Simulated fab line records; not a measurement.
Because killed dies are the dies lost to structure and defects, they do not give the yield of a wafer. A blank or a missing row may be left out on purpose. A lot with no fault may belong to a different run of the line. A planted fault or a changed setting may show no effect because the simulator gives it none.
fab line records | flow n5_finfet | part 2 of 2: steps 5 to 6 of 6
record: lots: 23 | wafers: 69 | last_day: 19
route steps=1938 shown BEOL_M10@1507 BEOL_M11@1549
lots with no fault: from the same line, run without faults
start_h: start of the lot's first displayed wafer, in hours after the record's first day | wait_h: time in hours since the lot's previous step | " as in the row above | L1.1+2: a row that stands for several wafers | - either no value or no given start | * or withheld: withheld | < > ~ a bound
route shown NAME@n: a module of which the file shows steps, and the number in the route of the first | usual: mean/standard deviation taken from wafers without a fault | same: alike in all rows | chamber/n: place in a boat | sites: each site's reading | _std_site: standard deviation of those values | _edge_site: inner sites' mean taken away from outer sites' mean | radius_mm: for every site, how far away it sits from the centre of the wafer | mask NAME#n: copy n | behind: the tool/chamber that last shaped the wafer | hold: why the lot went on hold/how many hours it stayed there/how the hold came to an end | device: names the non-switching transistor (n, p or np) | end of line: tests of these same wafers at the route's end | for a step that has no rows: nothing shown but its recipe | killed: not the wafer's yield, but the dies lost to structure and defects at the first sort | map: a wafer's dies, marking killed ones x, the rest . and places with no die _
set.NAME: the setting as run; set.NAME@STEP: as run at that earlier step | model.NAME: the simulator's own value behind a step, which no gauge read
the route's steps for a sample of lots (tables are steps, rows are wafers)
services: the hour from which a tool's chamber was out of use, counted from the record's first day as start_h (under 0 if before that day), plus the number of hours and why
== steps ==
step: N5_BEOL_M11_STRIP_77
recipe: chemistry: N2/H2 | time_s: 10 | power_w: 450 | temp_c: 40 | pressure_mtorr: 20 | rf_frequency_hz: 6e+07 | bias_power_w: 7 | n2_flow_sccm: 200 | h2_flow_sccm: 200
usual: drypump_motor_current_A: 5.6/0.47 | n2_flow_sccm: 200.0/0.57 | oes_product_au: 0.81/0.093 | rf_vpp_V: 59.3/0.85 | showerhead_plenum_p_Torr: 2.57/0.078 | throttle_valve_pct: 23.7/0.38
lot.wafer | tool        | chamber | start_h | wait_h | drypump_motor_current_A | n2_flow_sccm | oes_product_au | rf_hours_counter_h | rf_vpp_V | showerhead_plenum_p_Torr | throttle_valve_pct
L074.2    | rie_diel-04 | 3       | -       | -      | 5.0                     | 198.9        | 0.87           | 46                 | 59.1     | 2.58                     | 23.2
L074.4    | "           | 0       | "       | "      | 5.3                     | 200.0        | 0.89           | 28                 | 58.6     | 2.67                     | 23.0
L074.5    | "           | 2       | "       | "      | 4.9                     | 199.7        | 0.79           | -                  | 60.6     | 2.56                     | 23.4
L075.1    | rie_diel-02 | 1       | -       | -      | 5.8                     | 200.3        | 0.69           | 200                | 59.6     | 2.64                     | 24.2
L075.3    | "           | 0       | "       | "      | 6.0                     | 200.1        | 0.72           | 209                | 58.0     | 2.51                     | 23.9
L075.5    | "           | 3       | "       | "      | 5.4                     | 199.7        | 0.86           | -                  | 58.6     | 2.71                     | 23.7
L076.1    | rie_diel-02 | 3       | -       | -      | 5.4                     | 198.6        | 0.85           | 56                 | 60.2     | 2.71                     | 23.7
L076.2    | "           | 1       | "       | "      | 5.9                     | 199.8        | 0.70           | 203                | 60.0     | 2.64                     | 24.3
L076.6    | "           | 0       | "       | "      | 6.0                     | 198.9        | 0.71           | -                  | 58.7     | 2.51                     | 24.0
L078.1    | rie_diel-02 | 0       | -       | -      | 6.0                     | 200.5        | 0.71           | 211                | 59.1     | 2.51                     | 24.0
L078.2    | "           | 3       | "       | "      | 5.4                     | 200.0        | 0.85           | 57                 | 58.8     | 2.71                     | 23.7
L078.6    | "           | 0       | "       | "      | 6.0                     | 200.1        | 0.71           | -                  | 59.5     | 2.51                     | 23.9
L077.2    | rie_diel-02 | 0       | -       | -      | 6.1                     | 199.9        | 0.72           | 212                | 58.7     | 2.51                     | 23.9
L077.3    | "           | 3       | "       | "      | 5.4                     | 199.6        | 0.86           | 57                 | 58.7     | 2.70                     | 23.7
L077.4    | "           | 0       | "       | "      | 6.0                     | 200.2        | 0.72           | -                  | 58.3     | 2.51                     | 24.0
L081.2    | rie_diel-04 | 0       | -       | -      | 5.3                     | 199.4        | 0.87           | 34                 | 60.3     | 2.67                     | 23.0
L081.3    | "           | 2       | "       | "      | 4.9                     | 200.7        | 0.79           | 112                | 61.1     | 2.56                     | 23.4
L081.5    | "           | 2       | "       | "      | 4.9                     | 200.3        | 0.79           | -                  | 60.4     | 2.56                     | 23.4
L079.3    | rie_diel-05 | 1       | -       | -      | 5.5                     | 200.7        | 0.68           | 238                | 58.5     | 2.52                     | 23.9
L079.4    | "           | 3       | "       | "      | 5.3                     | 199.1        | 0.95           | 6                  | 58.5     | 2.51                     | 24.0
L079.6    | "           | 2       | "       | "      | 5.8                     | 199.5        | 0.88           | -                  | 58.1     | 2.48                     | 23.3
L080.1    | rie_diel-05 | 3       | -       | -      | 5.3                     | 200.3        | 0.96           | 7                  | 58.6     | 2.51                     | 24.0
L080.2    | "           | 2       | "       | "      | 5.7                     | 199.2        | 0.88           | 47                 | 60.1     | 2.48                     | 23.4
L080.6    | "           | 1       | "       | "      | 5.5                     | 200.0        | 0.68           | -                  | 58.9     | 2.52                     | 23.9
L083.1    | rie_diel-02 | 3       | -       | -      | 5.4                     | 199.2        | 0.85           | 63                 | 60.1     | 2.70                     | 23.7
L083.2    | "           | 1       | "       | "      | 5.9                     | 200.2        | 0.69           | 210                | 60.3     | 2.64                     | 24.3
L083.3    | "           | 2       | "       | "      | 5.7                     | 201.0        | 0.93           | 9                  | 59.0     | 2.49                     | 23.7
L082.2    | rie_diel-05 | 1       | -       | -      | 5.5                     | 200.2        | 0.67           | 242                | 58.8     | 2.52                     | 23.9
L082.5    | "           | 1       | "       | "      | 5.5                     | 200.3        | 0.67           | -                  | 58.5     | 2.52                     | 23.9
L082.6    | "           | 0       | "       | "      | 6.5                     | 200.1        | 0.69           | -                  | 59.7     | 2.60                     | 24.1
L084.1    | rie_diel-02 | 1       | -       | -      | 5.9                     | 199.9        | 0.69           | 217                | 59.6     | 2.64                     | 24.3
L084.3    | "           | 3       | "       | "      | 5.4                     | 200.2        | 0.84           | 70                 | 60.0     | 2.70                     | 23.7
L084.6    | "           | 3       | "       | "      | 5.4                     | 201.5        | 0.84           | -                  | 60.1     | 2.70                     | 23.8
L085.1    | rie_diel-05 | 3       | -       | -      | 5.2                     | 200.8        | 0.93           | 15                 | 60.4     | 2.51                     | 24.0
L085.2    | "           | 0       | "       | "      | 6.5                     | 200.1        | 0.69           | 228                | 59.6     | 2.60                     | 24.1
L085.6    | "           | 0       | "       | "      | 6.5                     | 199.9        | 0.68           | -                  | 59.2     | 2.60                     | 24.1
L088.2    | rie_diel-05 | 0       | -       | -      | 6.5                     | 199.8        | 0.67           | 233                | 59.3     | 2.60                     | 24.1
L088.3    | "           | 3       | "       | "      | 5.3                     | 200.2        | 0.91           | 20                 | 57.6     | 2.51                     | 24.0
L088.6    | "           | 2       | "       | "      | 5.8                     | 200.3        | 0.85           | -                  | 58.4     | 2.47                     | 23.4
L086.4    | rie_diel-04 | 2       | -       | -      | 4.9                     | 200.0        | 0.77           | 129                | 59.1     | 2.55                     | 23.4
L086.5    | "           | 0       | "       | "      | 5.2                     | 200.9        | 0.84           | -                  | 60.3     | 2.66                     | 23.0
L086.6    | "           | 3       | "       | "      | 5.0                     | 199.4        | 0.83           | -                  | 60.6     | 2.57                     | 23.2
L089.3    | rie_diel-05 | 2       | -       | -      | 5.7                     | 199.1        | 0.83           | 65                 | 58.8     | 2.47                     | 23.4
L089.4    | "           | 3       | "       | "      | 5.3                     | 199.6        | 0.91           | -                  | 58.0     | 2.51                     | 24.1
L089.6    | "           | 2       | "       | "      | 5.8                     | 199.4        | 0.84           | -                  | 59.1     | 2.47                     | 23.4
L087.1    | rie_diel-05 | 3       | -       | -      | 5.2                     | 200.3        | 0.90           | 26                 | 59.5     | 2.51                     | 24.0
L087.3    | "           | 2       | "       | "      | 5.8                     | 199.8        | 0.85           | 66                 | 59.0     | 2.47                     | 23.4
L087.5    | "           | 3       | "       | "      | 5.2                     | 199.4        | 0.89           | -                  | 58.9     | 2.51                     | 24.1
L092.1    | rie_diel-04 | 2       | -       | -      | 4.9                     | 201.0        | 0.77           | 135                | 60.1     | 2.55                     | 23.4
L092.4    | "           | 0       | "       | "      | 5.3                     | 199.1        | 0.85           | 54                 | 58.7     | 2.66                     | 23.0
L092.5    | "           | 1       | "       | "      | 6.2                     | 199.3        | 0.95           | -                  | 58.7     | 2.71                     | 24.0
L090.1    | rie_diel-05 | 0       | -       | -      | 6.5                     | 200.1        | 0.67           | 241                | 58.7     | 2.59                     | 24.1
L090.4    | "           | 1       | "       | "      | 5.5                     | 199.4        | 1.00           | -                  | 60.6     | 2.52                     | 23.8
L090.6    | "           | 0       | "       | "      | 6.4                     | 199.6        | 0.67           | -                  | 59.5     | 2.59                     | 24.1
L091.1    | rie_diel-04 | 1       | -       | -      | 6.2                     | 200.5        | 0.93           | 23                 | 59.4     | 2.71                     | 24.0
L091.3    | "           | 3       | "       | "      | 5.0                     | 200.5        | 0.82           | 78                 | 58.1     | 2.56                     | 23.2
L091.4    | "           | 2       | "       | "      | 4.9                     | 200.6        | 0.76           | 137                | 58.6     | 2.55                     | 23.4
L093.1    | rie_diel-05 | 1       | -       | -      | 5.5                     | 200.2        | 0.98           | 4                  | 58.9     | 2.52                     | 23.8
L093.4    | "           | 2       | "       | "      | 5.8                     | 200.4        | 0.83           | 71                 | 58.3     | 2.47                     | 23.4
L093.5    | "           | 0       | "       | "      | 6.4                     | 199.1        | 0.67           | -                  | 58.5     | 2.59                     | 24.1
L095.1    | rie_diel-05 | 1       | -       | -      | 5.6                     | 200.4        | 0.93           | 14                 | 57.2     | 2.51                     | 23.8
L095.3    | "           | 2       | "       | "      | 5.8                     | 199.7        | 0.81           | 80                 | 60.5     | 2.47                     | 23.4
L095.4    | "           | 1       | "       | "      | 5.5                     | 200.4        | 0.94           | -                  | 58.7     | 2.51                     | 23.8
L097.1    | rie_diel-04 | 1       | -       | -      | 6.2                     | 199.9        | 0.90           | 36                 | 59.8     | 2.70                     | 24.0
L097.2    | "           | 2       | "       | "      | 4.9                     | 199.7        | 0.75           | 150                | 59.3     | 2.54                     | 23.5
L097.5    | "           | 0       | "       | "      | 5.3                     | 200.2        | 0.83           | -                  | 60.5     | 2.65                     | 23.0
L096.4    | rie_diel-04 | 1       | -       | -      | 6.2                     | 200.2        | 0.91           | 41                 | 61.4     | 2.70                     | 24.0
L096.5    | "           | 0       | "       | "      | 5.3                     | 199.3        | 0.82           | -                  | 59.5     | 2.65                     | 23.0
L096.6    | "           | 3       | "       | "      | 5.0                     | 200.5        | 0.80           | -                  | 60.6     | 2.56                     | 23.3
step: N5_BEOL_M11_OCD_MEAS_38
usual: trench_depth_nm: 147/3.1
lot.wafer | tool   | chamber | start_h | wait_h | trench_depth_nm
L074.2    | ocd-02 | -       | 243.80  | -      | 149
L074.4    | "      | -       | "       | "      | 146
L074.5    | "      | -       | "       | "      | 150
L075.1    | ocd-02 | -       | 248.89  | -      | 140
L075.3    | "      | -       | "       | "      | 142
L075.5    | "      | -       | "       | "      | 147
L076.1    | ocd-02 | -       | 256.14  | -      | 148
L076.2    | "      | -       | "       | "      | 141
L076.6    | "      | -       | "       | "      | 143
L078.1    | ocd-02 | -       | 256.61  | -      | 141
L078.2    | "      | -       | "       | "      | 147
L078.6    | "      | -       | "       | "      | 143
L077.2    | ocd-02 | -       | 258.69  | -      | 142
L077.3    | "      | -       | "       | "      | 149
L077.4    | "      | -       | "       | "      | 143
L081.2    | ocd-02 | -       | 265.38  | -      | 146
L081.3    | "      | -       | "       | "      | 152
L081.5    | "      | -       | "       | "      | 152
L079.3    | ocd-02 | -       | 271.26  | -      | 142
L079.4    | "      | -       | "       | "      | 150
L079.6    | "      | -       | "       | "      | 148
L080.1    | ocd-01 | -       | 273.58  | -      | 150
L080.2    | "      | -       | "       | "      | 150
L080.6    | "      | -       | "       | "      | 143
L083.1    | ocd-01 | -       | 273.90  | -      | 150
L083.2    | "      | -       | "       | "      | 143
L083.3    | "      | -       | "       | "      | 151
L082.2    | ocd-02 | -       | 280.54  | -      | 142
L082.5    | "      | -       | "       | "      | 143
L082.6    | "      | -       | "       | "      | 146
L084.1    | ocd-01 | -       | 296.67  | -      | 145
L084.3    | "      | -       | "       | "      | 147
L084.6    | "      | -       | "       | "      | 150
L085.1    | ocd-01 | -       | 297.29  | -      | 150
L085.2    | "      | -       | "       | "      | 145
L085.6    | "      | -       | "       | "      | 145
L088.2    | ocd-02 | -       | 313.70  | -      | 144
L088.3    | "      | -       | "       | "      | 147
L088.6    | "      | -       | "       | "      | 148
L086.4    | ocd-02 | -       | 314.39  | -      | 150
L086.5    | "      | -       | "       | "      | 147
L086.6    | "      | -       | "       | "      | 149
L089.3    | ocd-01 | -       | 330.89  | -      | 151
L089.4    | "      | -       | "       | "      | 151
L089.6    | "      | -       | "       | "      | 150
L087.1    | ocd-02 | -       | 332.92  | -      | 151
L087.3    | "      | -       | "       | "      | 148
L087.5    | "      | -       | "       | "      | 150
L092.1    | ocd-02 | -       | 333.66  | -      | 151
L092.4    | "      | -       | "       | "      | 147
L092.5    | "      | -       | "       | "      | 150
L090.1    | ocd-01 | -       | 338.56  | -      | 145
L090.4    | "      | -       | "       | "      | 147
L090.6    | "      | -       | "       | "      | 144
L091.1    | ocd-01 | -       | 338.81  | -      | 151
L091.3    | "      | -       | "       | "      | 149
L091.4    | "      | -       | "       | "      | 152
L093.1    | ocd-02 | -       | 347.17  | -      | 152
L093.4    | "      | -       | "       | "      | 148
L093.5    | "      | -       | "       | "      | 145
L095.1    | ocd-02 | -       | 375.82  | -      | 148
L095.3    | "      | -       | "       | "      | 145
L095.4    | "      | -       | "       | "      | 148
L097.1    | ocd-01 | -       | 383.25  | -      | 149
L097.2    | "      | -       | "       | "      | 150
L097.5    | "      | -       | "       | "      | 148
L096.4    | ocd-01 | -       | 404.18  | -      | 151
L096.5    | "      | -       | "       | "      | 148
L096.6    | "      | -       | "       | "      | 148
== services ==
tool         | chamber | start_h | hours | kind
rie_diel-03  | -       | 222.26  | 2.8   | pm
rie_diel-05  | -       | 229.87  | 0.2   | repair
rie_metal-03 | -       | 254.30  | 4.3   | pm
rie_metal-01 | -       | 261.70  | 2.3   | repair
rie_metal-01 | -       | 265.24  | 2.8   | pm
rie_diel-02  | 2       | 266.68  | 5.1   | repair
rie_metal-01 | -       | 296.78  | 2.4   | repair
rie_diel-06  | 3       | 307.81  | 6.7   | repair
rie_diel-05  | -       | 319.34  | 2.8   | pm
rie_diel-04  | 0       | 324.21  | 1.2   | repair
rie_diel-01  | 3       | 330.01  | 15.9  | repair
rie_diel-02  | -       | 330.92  | 3.4   | repair
rie_diel-01  | 0       | 343.02  | 22.2  | repair
rie_diel-06  | 2       | 359.48  | 33.0  | repair
rie_metal-02 | -       | 382.39  | 1.4   | pm
rie_metal-01 | -       | 383.69  | 1.4   | pm
rie_diel-03  | 2       | 395.26  | -     | clean
rie_diel-03  | 2       | 395.26  | -     | consumable_replace:focus_ring
rie_diel-03  | 2       | 395.26  | 34.9  | scheduled_down
rie_diel-03  | 2       | 395.26  | 34.9  | vent_cycle
rie_metal-03 | -       | 396.20  | 0.2   | repair
rie_diel-01  | 3       | 402.61  | 1.9   | repair
rie_diel-06  | 3       | 402.89  | 5.8   | repair
rie_metal-02 | 0       | 404.04  | 19.2  | repair
